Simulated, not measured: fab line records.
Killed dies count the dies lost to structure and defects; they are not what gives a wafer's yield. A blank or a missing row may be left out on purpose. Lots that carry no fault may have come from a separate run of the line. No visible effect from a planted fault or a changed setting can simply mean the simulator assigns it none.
fab line records	flow n5Finfet
[record] lots = 7	wafers = 21
route steps=1938 shown WELL_APT@24 FIN_SAQP@94 FIN_CUT@169 SD_EPI_N@279 SD_ACTIVATION@331 HKMG_FIN@391 GATE_CUT@469
startH: hours from the record's first day to the start of the lot's first wafer shown	waitH: hours since the lot's step before	" the same as in the row above	L1.1+2: one row covering several wafers at once	- no value, or no start was given	* or withheld: withheld	< > ~ a bound
route shown NAME@n: a module of which the file shows steps, and the number in the route of the first	usual: the fault-free wafers' mean and standard deviation	same: alike in all rows	chamber/n: place in a boat	sites: readings site by site	_std_site: how widely they spread, as a standard deviation	_edge_site: the outer-site mean with the inner-site mean subtracted	radiusMm: for every site, how far away it sits from the centre of the wafer	mask NAME#n: copy n	behind: the last tool/chamber to shape the wafer	hold: what put the lot on hold/how long, in hours/how the hold closed	device: the n, p or np transistor that did not switch	end of line: the same wafers' tests at the end of the route	a step with no rows: only its recipe	killed: count of dies lost to structure and defects at first sort (not the wafer's yield)	map: per-die view of a wafer (x killed, . not killed, _ where there is no die)
set.NAME: the setting the step ran with; set.NAME@STEP: the setting that earlier step ran with	model.NAME: the simulator's own value behind a step, which no gauge read
lots whose settings were changed on purpose; a table a step, a row a wafer
[[steps]]
[step N5_WELL_APT_EXPOSE_05]
[recipe] maskId = NWELL	na = 0.8	sourceShape = conventional	sigmaOuter = 0.8	polarization = unpolarized	defocusNm = 0	targetCdNm = 200	doseMj = 20.3
lot.wafer	tool	chamber	startH	waitH	mask	set.doseMj
L074.1+4	krfScanner-02	0	13.61	-	NWELL#0	21.04
L074.2	"	0	"	"	NWELL#0	20.3
L081.3+4	krfScanner-01	0	55.73	-	NWELL#0	18.8
L081.6	"	0	"	"	NWELL#0	20.3
L083.1	krfScanner-02	0	67.51	-	NWELL#0	20.3
L083.5+6	"	0	"	"	NWELL#0	21.64
L091.3+4	krfScanner-02	0	115.73	-	NWELL#0	20.3
L091.5	"	0	"	"	NWELL#0	21.17
L092.1+4	krfScanner-02	0	121.41	-	NWELL#0	20.3
L092.3	"	0	"	"	NWELL#0	19.69
L095.1+5	krfScanner-01	0	139.56	-	NWELL#0	20.3
L095.3	"	0	"	"	NWELL#0	20.97
L097.1+2+3	krfScanner-01	0	151.51	-	NWELL#0	20.3
[step N5_WELL_APT_PEB_06]
[recipe] pebTempC = 130	pebTimeS = 90
[step N5_WELL_APT_DEVELOP_07]
[recipe] developTimeS = 45	rinseLiquid = surfactantRinse	dry = airSpin	devTempC = 21
[step N5_WELL_APT_HARDBAKE_12]
[recipe] tempC = 130	timeS = 120
[step N5_WELL_APT_CD_MEAS_08]
[recipe] targetCdNm = 200	landingEnergyEv = 500	detector = seInlens
[usual] cdNm = 199.8/1.2
lot.wafer	tool	chamber	startH	waitH	set.doseMj@WELL_APT_EXPOSE_05	cdNm
L074.1	cdSem-03	0	13.78	-	21.04	206.3
L074.2	"	0	"	"	20.3	200.4
L074.4	"	0	"	"	21.04	205.3
L081.3	cdSem-03	0	55.89	-	18.8	186.2
L081.4	"	0	"	"	18.8	187.6
L081.6	"	0	"	"	20.3	197.5
L083.1	cdSem-02	0	67.68	-	20.3	200.2
L083.5	"	0	"	"	21.64	212.1
L083.6	"	0	"	"	21.64	212.0
L091.3	cdSem-01	0	115.89	-	20.3	200.0
L091.4	"	0	"	"	20.3	199.8
L091.5	"	0	"	"	21.17	207.7
L092.1	cdSem-02	0	121.59	-	20.3	198.9
L092.3	"	0	"	"	19.69	194.1
L092.4	"	0	"	"	20.3	198.7
L095.1	cdSem-02	0	139.73	-	20.3	198.0
L095.3	"	0	"	"	20.97	204.7
L095.5	"	0	"	"	20.3	199.5
L097.1	cdSem-02	0	151.68	-	20.3	198.6
L097.2	"	0	"	"	20.3	198.3
L097.3	"	0	"	"	20.3	199.4
[step N5_WELL_APT_DESCUM_13]
[recipe] chemistry = O2	timeS = 7.9	sourcePowerW = 50	biasPowerW = 20	pressureMtorr = 20	rfFrequencyHz = 2.712e+07	tempC = 40	o2FlowSccm = 225
lot.wafer	tool	chamber	startH	waitH	set.timeS	set.doseMj@WELL_APT_EXPOSE_05	model.WELL_APT.cdNm
L074.1	rieDiel-04	0	14.45	0.6	7.9	21.04	206.7
L074.2	"	1	"	"	7.9	20.3	200.7
L074.4	"	3	"	"	7.9	21.04	205.7
L081.3	rieDiel-05	1	55.98	0.0	6.979	18.8	186.1
L081.4	"	0	"	"	7.9	18.8	187.3
L081.6	"	2	"	"	7.9	20.3	197.4
L083.1	rieDiel-05	3	67.78	0.0	7.9	20.3	200.3
L083.5	"	0	"	"	7.9	21.64	211.9
L083.6	"	3	"	"	7.9	21.64	211.7
L091.3	rieDiel-02	1	116.03	0.1	7.9	20.3	199.9
L091.4	"	1	"	"	7.9	20.3	199.8
L091.5	"	3	"	"	7.9	21.17	207.5
L092.1	rieDiel-04	3	121.87	0.2	7.079	20.3	199
L092.3	"	1	"	"	7.9	19.69	193.9
L092.4	"	2	"	"	7.9	20.3	198.6
L095.1	rieDiel-02	0	139.82	0.0	6.336	20.3	198.3
L095.3	"	2	"	"	6.336	20.97	204.8
L095.5	"	0	"	"	7.9	20.3	199.5
L097.1	rieDiel-02	2	151.77	0.0	7.9	20.3	198.8
L097.2	"	3	"	"	7.9	20.3	198.3
L097.3	"	0	"	"	7.9	20.3	199.4
[step N5_FIN_SAQP_ALD_61]
[recipe] material = SiO2	targetThkA = 40	tempC = 300	aldPrecursorFamily = BDEAS	aldCoReactant = O2-plasma	pulseTimeS = 1	purgeTimeS = 2	coReactantPurgeTimeS = 2	aldCycles = 43	pressureTorr = 2
lot.wafer	tool	chamber	startH	waitH	set.tempC	model.SiO2_of_FIN_SAQP_ALD_61.thkNm
L074.1	aldSin-02	0	21.21	0.1	300	4.005
L074.2	"	1	"	"	300	3.994
L074.4	"	2	"	"	300	3.975
L081.3	aldSin-04	2	62.78	0.0	305.9	3.957
L081.4	"	3	"	"	300	4.008
L081.6	"	0	"	"	305.9	3.944
L083.1	aldSin-02	3	76.39	1.9	308.5	3.979
L083.5	"	0	"	"	308.5	3.971
L083.6	"	3	"	"	308.5	3.973
L091.3	aldSin-02	3	122.69	0.0	288.6	4.156
L091.4	"	2	"	"	300	3.996
L091.5	"	3	"	"	300	3.984
L092.1	aldSin-02	2	128.53	0.3	300	3.988
L092.3	"	0	"	"	289	4.179
L092.4	"	1	"	"	289	4.142
L095.1	aldSin-04	1	146.33	0.3	293.9	4.082
L095.3	"	0	"	"	293.9	4.059
L095.5	"	2	"	"	300	3.983
L097.1	aldSin-03	2	158.95	0.9	300	3.997
L097.2	"	1	"	"	300	3.995
L097.3	"	0	"	"	300	3.993
[step N5_FIN_SAQP_EXPOSE_13]
[recipe] maskId = FIN_CORE	na = 1.35	sourceShape = dipole	sigmaInner = 0.538	sigmaOuter = 0.738	polarization = te	targetCdNm = 35.6	doseMj = 63.25
lot.wafer	tool	chamber	startH	waitH	mask	set.doseMj
L074.1+4	arfiScanner-02	0	22.17	-	FIN_CORE#0	63.25
L074.2	"	0	"	"	FIN_CORE#0	60.89
L081.3+4+6	arfiScanner-02	0	63.73	-	FIN_CORE#0	63.25
L083.1+5+6	arfiScanner-02	0	77.58	-	FIN_CORE#0	63.25
L091.3+4	arfiScanner-03	0	123.77	-	FIN_CORE#0	63.25
L091.5	"	0	"	"	FIN_CORE#0	59.09
L092.1	arfiScanner-02	0	129.60	-	FIN_CORE#0	65.03
L092.3+4	"	0	"	"	FIN_CORE#0	63.25
L095.1+3+5	arfiScanner-03	0	147.29	-	FIN_CORE#0	65.97
L097.1+2+3	arfiScanner-03	0	160.03	-	FIN_CORE#0	63.25
[step N5_FIN_SAQP_PEB_14]
[recipe] pebTempC = withheld	pebTimeS = 60	resist = CAR-ArF
[step N5_FIN_SAQP_DEVELOP_15]
[recipe] developTimeS = 30	developer = TMAH	resist = CAR-ArF	devTempC = 23	rinseLiquid = diw	dry = airSpin
[step N5_FIN_SAQP_CD_MEAS_16]
[recipe] targetCdNm = 35.6	landingEnergyEv = 500	detector = seInlens
[usual] cdNm = 35.65/0.28
lot.wafer	tool	chamber	startH	waitH	set.doseMj@FIN_SAQP_EXPOSE_13	cdNm
L074.1	cdSem-03	0	22.30	-	63.25	35.31
L074.2	"	0	"	"	60.89	36.77
L074.4	"	0	"	"	63.25	36.13
L081.3	cdSem-03	0	63.85	-	63.25	35.73
L081.4	"	0	"	"	63.25	35.42
L081.6	"	0	"	"	63.25	35.39
L083.1	cdSem-01	0	77.70	-	63.25	35.77
L083.5	"	0	"	"	63.25	35.28
L083.6	"	0	"	"	63.25	35.65
L091.3	cdSem-03	0	123.89	-	63.25	35.79
L091.4	"	0	"	"	63.25	35.71
L091.5	"	0	"	"	59.09	37.75
L092.1	cdSem-03	0	129.73	-	65.03	34.87
L092.3	"	0	"	"	63.25	35.73
L092.4	"	0	"	"	63.25	35.91
L095.1	cdSem-02	0	147.42	-	65.97	34.57
L095.3	"	0	"	"	65.97	34.45
L095.5	"	0	"	"	65.97	34.62
L097.1	cdSem-03	0	160.15	-	63.25	35.62
L097.2	"	0	"	"	63.25	35.56
L097.3	"	0	"	"	63.25	35.99
[step N5_FIN_SAQP_MANDREL_ETCH_22]
[recipe] targetDepthA = 600	chemistry = HBr/Cl2	target = a-Si	stopOn = SiNx	btTimeS = 10	overEtchFrac = 0.5	timeS = 30	pressureMtorr = 10	icpW = 800	biasW = 75	HBr_flow_sccm = 150	Cl2_flow_sccm = 80	ends = endPoint
lot.wafer	tool	chamber	startH	waitH	set.icpW	model.SOC_of_FIN_SAQP_COAT_49.thkNm
L074.1	rieSi-02	1	22.68	0.0	718.4	76.32
L074.2	"	3	"	"	718.4	76.41
L074.4	"	2	"	"	800	75.94
L081.3	rieSi-05	1	64.36	0.0	904.7	75.04
L081.4	"	3	"	"	904.7	74.49
L081.6	"	0	"	"	800	76.34
L083.1	rieSi-06	3	78.09	0.0	800	76.65
L083.5	"	0	"	"	886.6	74.97
L083.6	"	1	"	"	800	76.25
L091.3	rieSi-05	2	124.26	0.0	917.1	74.51
L091.4	"	0	"	"	800	76.49
L091.5	"	1	"	"	917.1	74.86
L092.1	rieSi-06	0	130.11	0.0	890.6	74.35
L092.3	"	2	"	"	800	76.01
L092.4	"	1	"	"	890.6	74.77
L095.1	rieSi-05	0	147.80	0.0	800	75.72
L095.3	"	3	"	"	800	75.38
L095.5	"	1	"	"	800	75.51
L097.1	rieSi-05	1	160.53	0.0	800	75.68
L097.2	"	2	"	"	800	75.48
L097.3	"	3	"	"	800	75.97
[step N5_FIN_CUT_ETCH_21]
[recipe] chemistry = N2/H2	target = SOC	targetDepthA = 2190	overetchA = 438	maskMaterial = SiARC	tempC = 40	ionEnergyEv = 100	biasW = 61	timeS = 523.5	pressureMtorr = 30	sourceW = 850	n2FlowSccm = 200	h2FlowSccm = 200
[usual] rfVppV = 240.7/1.3
lot.wafer	tool	chamber	startH	waitH	set.biasW	rfVppV
L074.1	rieDiel-06	3	29.42	0.0	61	239.5
L074.2	"	2	"	"	61	241.6
L074.4	"	0	"	"	61	241.9
L081.3	rieDiel-06	0	68.90	0.0	61	241.3
L081.4	"	2	"	"	67.53	258.7
L081.6	"	3	"	"	61	239.1
L083.1	rieDiel-01	1	83.16	0.0	61	240.5
L083.5	"	1	"	"	66.05	253.2
L083.6	"	0	"	"	66.05	253.7
L091.3	rieDiel-06	0	130.13	0.0	61	239.8
L091.4	"	1	"	"	70.44	265.8
L091.5	"	1	"	"	61	243.4
L092.1	rieDiel-03	3	134.71	0.0	61	241.3
L092.3	"	2	"	"	61	239.2
L092.4	"	2	"	"	61	239.7
L095.1	rieDiel-06	1	152.17	0.0	56.27	228.7
L095.3	"	0	"	"	61	240.1
L095.5	"	3	"	"	61	239.4
L097.1	rieDiel-06	1	165.05	0.0	61	243.0
L097.2	"	2	"	"	61	242.6
L097.3	"	3	"	"	61	240.3
[step N5_SD_EPI_N_ETCH_16]
[recipe] chemistry = CHF3/O2	target = SiO2	targetDepthA = 50	maskMaterial = SOC	pressureMtorr = 30	sourceW = 650	biasW = 170	Ar_flow_sccm = 200	CHF3_flow_sccm = 50	O2_flow_sccm = 5	ionEnergyEv = 200
lot.wafer	tool	chamber	startH	waitH	set.targetDepthA	model.etch.depthNm
L074.1	rieDiel-05	3	50.98	0.1	46.37	4.612
L074.2	"	2	"	"	50	4.879
L074.4	"	1	"	"	50	4.996
L081.3	rieDiel-02	2	96.55	0.1	44.36	4.414
L081.4	"	0	"	"	44.36	4.546
L081.6	"	2	"	"	50	5.023
L083.1	rieDiel-02	2	108.55	0.1	50	4.988
L083.5	"	0	"	"	50	5.056
L083.6	"	1	"	"	50	4.976
L091.3	rieDiel-04	2	152.58	0.1	50	5.124
L091.4	"	3	"	"	50	5.121
L091.5	"	3	"	"	50	5.078
L092.1	rieDiel-02	2	156.93	0.1	50	4.938
L092.3	"	1	"	"	50	4.955
L092.4	"	3	"	"	56.07	5.509
L095.1	rieDiel-04	3	175.73	0.1	50	5.058
L095.3	"	1	"	"	50	4.939
L095.5	"	0	"	"	50	5.059
L097.1	rieDiel-02	1	186.51	0.1	50	4.908
L097.2	"	3	"	"	50	4.809
L097.3	"	0	"	"	50	5.022
[step N5_SD_ACTIVATION_LSA_01]
[recipe] tempC = 1080	timeS = 0.0008	ambient = N2
[usual] wafer_temp_C_max = 1084.7/1.4
lot.wafer	tool	chamber	startH	waitH	set.tempC	wafer_temp_C_max
L074.1	laserAnneal-01	0	58.64	0.2	1080	1083.1
L074.2	"	0	"	"	1108	1110.5
L074.4	"	0	"	"	1080	1083.8
L081.3	laserAnneal-02	0	105.16	0.2	1090	1094.4
L081.4	"	0	"	"	1090	1096.8
L081.6	"	0	"	"	1080	1085.9
L083.1	laserAnneal-02	0	116.80	0.2	1112	1119.6
L083.5	"	0	"	"	1080	1085.8
L083.6	"	0	"	"	1112	1117.8
L091.3	laserAnneal-02	0	161.13	0.2	1104	1108.7
L091.4	"	0	"	"	1080	1085.0
L091.5	"	0	"	"	1104	1108.9
L092.1	laserAnneal-01	0	164.76	0.2	1109	1113.2
L092.3	"	0	"	"	1080	1082.8
L092.4	"	0	"	"	1109	1112.7
L095.1	laserAnneal-02	0	184.17	0.2	1080	1084.7
L095.3	"	0	"	"	1080	1086.1
L095.5	"	0	"	"	1080	1087.3
L097.1	laserAnneal-02	0	194.78	0.2	1080	1084.8
L097.2	"	0	"	"	1080	1086.0
L097.3	"	0	"	"	1080	1086.0
[step N5_SD_ACTIVATION_RS_MEAS_03]
[recipe] thkMeasGauge = four-point-probe
[usual] RS_SD_N = 21.79/0.28	RS_SD_P = 56.0/1.1
lot.wafer	tool	chamber	startH	waitH	set.tempC@SD_ACTIVATION_LSA_01	RS_SD_N[ohm/sq]	RS_SD_P[ohm/sq]
L074.1	filmMetro-01	-	58.84	0.2	1080	22.16	55.6
L074.2	"	-	"	"	1108	18.73	56.2
L074.4	"	-	"	"	1080	21.99	56.4
L081.3	filmMetro-01	-	105.34	0.2	1090	20.71	55.4
L081.4	"	-	"	"	1090	21.10	55.2
L081.6	"	-	"	"	1080	21.95	55.2
L083.1	filmMetro-02	-	117.01	0.2	1112	18.34	57.7
L083.5	"	-	"	"	1080	21.77	57.8
L083.6	"	-	"	"	1112	18.26	57.3
L091.3	filmMetro-02	-	161.31	0.2	1104	19.30	55.5
L091.4	"	-	"	"	1080	21.86	56.5
L091.5	"	-	"	"	1104	19.29	55.1
L092.1	filmMetro-02	-	164.96	0.2	1109	18.37	55.7
L092.3	"	-	"	"	1080	21.68	54.7
L092.4	"	-	"	"	1109	18.75	54.5
L095.1	filmMetro-02	-	184.38	0.2	1080	21.77	57.0
L095.3	"	-	"	"	1080	21.65	57.3
L095.5	"	-	"	"	1080	21.31	57.7
L097.1	filmMetro-02	-	194.98	0.2	1080	21.38	54.5
L097.2	"	-	"	"	1080	21.34	54.4
L097.3	"	-	"	"	1080	21.61	54.9
[step N5_HKMG_FIN_COAT_42]
[recipe] resist = SiARC	tempC = 220	timeS = 60	spinRpm = 1500	resistThkNm = 35
lot.wafer	tool	chamber	startH	waitH	set.spinRpm	model.SiARC_of_HKMG_FIN_COAT_42.thkNm
L074.1+4	lithoTrack-05	0	-	-	1500	35.2
L074.2	"	0	"	"	1361	37
L081.3+4+6	lithoTrack-01	0	-	-	1500	35
L083.1	lithoTrack-01	0	-	-	1582	34
L083.5	"	0	"	"	1500	35
L083.6	"	0	"	"	1582	34.2
L091.3	lithoTrack-04	0	-	-	1370	36.4
L091.4	"	0	"	"	1500	34.8
L091.5	"	0	"	"	1500	35
L092.1	lithoTrack-01	0	-	-	1500	35.2
L092.3	"	0	"	"	1405	36.2
L092.4	"	0	"	"	1405	36.4
L095.1	lithoTrack-04	0	-	-	1386	36.6
L095.3	"	0	"	"	1386	36.4
L095.5	"	0	"	"	1500	35
L097.1+2+3	lithoTrack-01	0	-	-	1500	35.2
[step N5_HKMG_FIN_COAT_43]
[recipe] resist = CAR-ArF	spinRpm = 1500	resistThkNm = 90
[step N5_HKMG_FIN_EBR_45]
[recipe] solvent = PGMEA	ebrWidthMm = 1.5
[step N5_HKMG_FIN_DESCUM_53]
[recipe] chemistry = O2	timeS = 7.9	sourcePowerW = 50	biasPowerW = 20	pressureMtorr = 20	rfFrequencyHz = 2.712e+07	tempC = 40	resist = CAR-ArF	o2FlowSccm = 225
[step N5_HKMG_FIN_ETCH_54]
[recipe] chemistry = CF4	target = SiARC	targetDepthA = 455	maskMaterial = CAR-ArF	timeS = 75.8	ionEnergyEv = 80	pressureMtorr = 40	sourceW = 545	biasW = 36	Ar_flow_sccm = 100	cf4FlowSccm = 100	ends = cleared
lot.wafer	tool	chamber	startH	waitH	set.spinRpm@HKMG_FIN_COAT_42	model.etch.depthNm	model.CAR-ArF_of_HKMG_FIN_COAT_43.thkNm
L074.1	rieDiel-04	2	72.86	0.0	1500	35.23	51.2
L074.2	"	0	"	"	1361	36.9	49.6
L074.4	"	3	"	"	1500	35.17	51.2
L081.3	rieDiel-02	1	118.42	0.0	1500	34.98	50.8
L081.4	"	3	"	"	1500	35.02	51
L081.6	"	0	"	"	1500	34.9	50.8
L083.1	rieDiel-04	1	130.36	0.0	1582	34.06	51.8
L083.5	"	3	"	"	1500	34.94	51.4
L083.6	"	2	"	"	1582	34.11	52.2
L091.3	rieDiel-02	0	174.35	0.0	1370	36.46	49.8
L091.4	"	1	"	"	1500	34.85	51
L091.5	"	1	"	"	1500	34.94	51
L092.1	rieDiel-05	2	177.86	0.0	1500	35.11	51.2
L092.3	"	3	"	"	1405	36.1	49.8
L092.4	"	1	"	"	1405	36.34	50
L095.1	rieDiel-04	3	197.09	0.0	1386	36.51	49.2
L095.3	"	2	"	"	1386	36.46	49.2
L095.5	"	1	"	"	1500	35.04	51
L097.1	rieDiel-04	1	208.61	0.0	1500	35.1	50.8
L097.2	"	0	"	"	1500	35.15	50.6
L097.3	"	2	"	"	1500	35.11	50.6
[step N5_HKMG_FIN_ETCH_55]
[recipe] chemistry = N2/H2	target = SOC	targetDepthA = 2400	tempC = 40	timeS = 300	ionEnergyEv = 200	maskMaterial = SiARC	pressureMtorr = 30	sourceW = 840	biasW = 150	n2FlowSccm = 200	h2FlowSccm = 200
[usual] rfVppV = 524/3.3
lot.wafer	tool	chamber	startH	waitH	set.biasW	set.spinRpm@HKMG_FIN_COAT_42	rfVppV	model.SiARC_of_HKMG_FIN_COAT_42.thkNm
L074.1	rieDiel-04	2	72.91	0.0	164	1500	553	19.6
L074.2	"	0	"	"	150	1361	528	23
L074.4	"	3	"	"	150	1500	524	21.2
L081.3	rieDiel-02	1	118.48	0.0	150	1500	529	21.2
L081.4	"	3	"	"	150	1500	527	21.6
L081.6	"	0	"	"	138.9	1500	504	22.4
L083.1	rieDiel-04	1	130.42	0.0	161.2	1582	545	19.2
L083.5	"	3	"	"	150	1500	524	20.8
L083.6	"	2	"	"	161.2	1582	548	19
L091.3	rieDiel-02	0	174.40	0.0	150	1370	528	22.6
L091.4	"	1	"	"	163.3	1500	558	19.6
L091.5	"	1	"	"	150	1500	527	21.2
L092.1	rieDiel-05	2	177.91	0.0	176.6	1500	585	18
L092.3	"	3	"	"	176.6	1405	583	19.4
L092.4	"	1	"	"	176.6	1405	575	19.4
L095.1	rieDiel-04	3	197.15	0.0	150	1386	523	22.4
L095.3	"	2	"	"	157.6	1386	538	21.6
L095.5	"	1	"	"	150	1500	520	21.6
L097.1	rieDiel-04	1	208.66	0.0	150	1500	520	21.4
L097.2	"	0	"	"	150	1500	528	21.2
L097.3	"	2	"	"	150	1500	520	21.2
[step N5_GATE_CUT_ETCH_58]
[recipe] chemistry = CH3F/O2	target = SiNx	targetDepthA = 170	timeS = 128.6	ionEnergyEv = 50	pressureMtorr = 30	sourceW = 415	biasW = 21	Ar_flow_sccm = 150	CH3F_flow_sccm = 30	O2_flow_sccm = 20
lot.wafer	tool	chamber	startH	waitH	set.timeS	model.etch.depthNm	model.SiNx_of_SDB_ALD_29.thkNm
L074.1	rieDiel-06	0	81.53	0.0	128.6	17.5	24.6
L074.2	"	2	"	"	128.6	17.01	24.6
L074.4	"	3	"	"	141	18.45	24.4
L081.3	rieDiel-06	0	126.66	0.0	128.6	17.52	24.6
L081.4	"	3	"	"	110.5	14.51	25
L081.6	"	3	"	"	110.5	14.49	25
L083.1	rieDiel-03	1	138.69	0.0	128.6	16.98	24.8
L083.5	"	1	"	"	128.6	16.97	24.6
L083.6	"	2	"	"	106.6	13.98	25.2
L091.3	rieDiel-03	1	182.69	0.1	115.8	15.26	24.8
L091.4	"	3	"	"	115.8	14.94	25
L091.5	"	3	"	"	128.6	16.78	24.6
L092.1	rieDiel-06	3	185.98	0.1	103.2	13.52	25.2
L092.3	"	1	"	"	128.6	17.5	24.4
L092.4	"	0	"	"	128.6	17.49	24.6
L095.1	rieDiel-03	2	205.19	0.0	111.4	14.52	24.8
L095.3	"	3	"	"	128.6	16.85	24.6
L095.5	"	1	"	"	128.6	17.06	24.4
L097.1	rieDiel-01	2	216.96	0.0	128.6	16.92	24.4
L097.2	"	3	"	"	128.6	17.21	24.6
L097.3	"	1	"	"	128.6	17.01	24.6
[[key]]
[split] step = N5_WELL_APT_EXPOSE_05	setting = doseMj	stated = 20.3	by = wafer
[response] step = N5_WELL_APT_CD_MEAS_08	reading = cdNm	change = +1.63	per = 1%	r = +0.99
[response] step = N5_WELL_APT_DESCUM_13	reading = model.WELL_APT.cdNm	change = +1.62	per = 1%	r = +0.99
[split] step = N5_WELL_APT_DESCUM_13	setting = timeS	stated = 7.9	by = wafer
response none clear
[split] step = N5_FIN_SAQP_ALD_61	setting = tempC	stated = 300	by = wafer
[response] step = N5_FIN_SAQP_ALD_61	reading = model.SiO2_of_FIN_SAQP_ALD_61.thkNm	change = -0.0433	per = 1%	r = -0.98
[split] step = N5_FIN_SAQP_EXPOSE_13	setting = doseMj	stated = 63.25	by = wafer
[response] step = N5_FIN_SAQP_CD_MEAS_16	reading = cdNm	change = -0.303	per = 1%	r = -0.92
[split] step = N5_FIN_SAQP_MANDREL_ETCH_22	setting = icpW	stated = 800	by = wafer
[response] step = N5_FIN_SAQP_MANDREL_ETCH_22	reading = model.SOC_of_FIN_SAQP_COAT_49.thkNm	change = -0.114	per = 1%	r = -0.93
[split] step = N5_FIN_CUT_ETCH_21	setting = biasW	stated = 61	by = wafer
[response] step = N5_FIN_CUT_ETCH_21	reading = rfVppV	change = +1.59	per = 1%	r = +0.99
[split] step = N5_SD_EPI_N_ETCH_16	setting = targetDepthA	stated = 50	by = wafer
[response] step = N5_SD_EPI_N_ETCH_16	reading = model.etch.depthNm	change = +0.0468	per = 1%	r = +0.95
[split] step = N5_SD_ACTIVATION_LSA_01	setting = tempC	stated = 1080	by = wafer
[response] step = N5_SD_ACTIVATION_LSA_01	reading = wafer_temp_C_max	change = *	per = 1%	r = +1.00
[response] step = N5_SD_ACTIVATION_RS_MEAS_03	reading = RS_SD_N	change = -1.19	per = 1%	r = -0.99
[split] step = N5_HKMG_FIN_COAT_42	setting = spinRpm	stated = 1500	by = wafer
[response] step = N5_HKMG_FIN_COAT_42	reading = model.SiARC_of_HKMG_FIN_COAT_42.thkNm	change = -0.183	per = 1%	r = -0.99
[response] step = N5_HKMG_FIN_ETCH_54	reading = model.etch.depthNm	change = -0.18	per = 1%	r = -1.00
[response] step = N5_HKMG_FIN_ETCH_54	reading = model.CAR-ArF_of_HKMG_FIN_COAT_43.thkNm	change = +0.175	per = 1%	r = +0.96
[response] step = N5_HKMG_FIN_ETCH_55	reading = model.SiARC_of_HKMG_FIN_COAT_42.thkNm	slope = -0.165	per = 1%	togetherWith = biasW@HKMG_FIN_ETCH_55	explained = 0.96
[split] step = N5_HKMG_FIN_ETCH_55	setting = biasW	stated = 150	by = wafer
[response] step = N5_HKMG_FIN_ETCH_55	reading = rfVppV	change = +3.12	per = 1%	r = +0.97
[response] step = N5_HKMG_FIN_ETCH_55	reading = model.SiARC_of_HKMG_FIN_COAT_42.thkNm	slope = -0.162	per = 1%	togetherWith = spinRpm@HKMG_FIN_COAT_42	explained = 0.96
[split] step = N5_GATE_CUT_ETCH_58	setting = timeS	stated = 128.6	by = wafer
[response] step = N5_GATE_CUT_ETCH_58	reading = model.etch.depthNm	change = +0.186	per = 1%	r = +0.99
[response] step = N5_GATE_CUT_ETCH_58	reading = model.SiNx_of_SDB_ALD_29.thkNm	change = -0.0295	per = 1%	r = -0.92
